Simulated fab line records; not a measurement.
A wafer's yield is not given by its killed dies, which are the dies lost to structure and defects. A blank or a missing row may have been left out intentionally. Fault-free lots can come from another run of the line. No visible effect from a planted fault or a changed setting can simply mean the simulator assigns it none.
Chamber matching / flow n5 finfet / 4 sister chambers for N5_BEOL_M11_DESCUM_16 on rie diel-03
The step chemistry O2, time 7.9 s. 4 wafers are shown with their chamber, then 12 later ones without.

== WAFERS WITH THEIR CHAMBER ==
wafer=L089.5; chamber=3; showerhead plenum p Torr (Torr)=2.16
wafer=L089.6; chamber=2; showerhead plenum p Torr (Torr)=1.98
wafer=L091.5; chamber=1; showerhead plenum p Torr (Torr)=2.07
wafer=L091.6; chamber=0; showerhead plenum p Torr (Torr)=2.01

== WAFERS WITHOUT THEIR CHAMBER ==
wafer=L092.2; showerhead plenum p Torr (Torr)=2.15
wafer=L092.3; showerhead plenum p Torr (Torr)=2.07
wafer=L092.6; showerhead plenum p Torr (Torr)=2.15
wafer=L094.1; showerhead plenum p Torr (Torr)=2.15
wafer=L094.5; showerhead plenum p Torr (Torr)=1.98
wafer=L094.6; showerhead plenum p Torr (Torr)=2.15
wafer=L095.1; showerhead plenum p Torr (Torr)=2.15
wafer=L095.4; showerhead plenum p Torr (Torr)=1.98
wafer=L095.5; showerhead plenum p Torr (Torr)=2.07
wafer=L097.2; showerhead plenum p Torr (Torr)=2.00
wafer=L097.3; showerhead plenum p Torr (Torr)=2.15
wafer=L097.5; showerhead plenum p Torr (Torr)=2.07

== WHICH CHAMBER EACH WENT THROUGH ==
wafer=L092.2; from the rows above=3; in truth=3
wafer=L092.3; from the rows above=1; in truth=1
wafer=L092.6; from the rows above=3; in truth=3
wafer=L094.1; from the rows above=3; in truth=3
wafer=L094.5; from the rows above=2; in truth=2
wafer=L094.6; from the rows above=3; in truth=3
wafer=L095.1; from the rows above=3; in truth=3
wafer=L095.4; from the rows above=2; in truth=2
wafer=L095.5; from the rows above=1; in truth=1
wafer=L097.2; from the rows above=can't be placed: 0 or 2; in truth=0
wafer=L097.3; from the rows above=3; in truth=3
wafer=L097.5; from the rows above=1; in truth=1
11 of 12 placed correctly. Cannot be placed on the basis of these rows: 1; the candidates contain the true chamber in 1. Number placed wrongly: 0.
How it was worked out, from the rows above alone: a wafer's distance from a chamber is the root of the sum, over the readings, of the square of ((its reading less the chamber's mean) divided by the reading's scatter). The wafer belongs to the nearest chamber; if the next one is less than 2 further off, it can't be placed. Each chamber's mean is taken over the wafers shown for it. The scatter: root of mean squared gap, hidden wafer to nearest shown wafer, with one shown wafer a chamber.
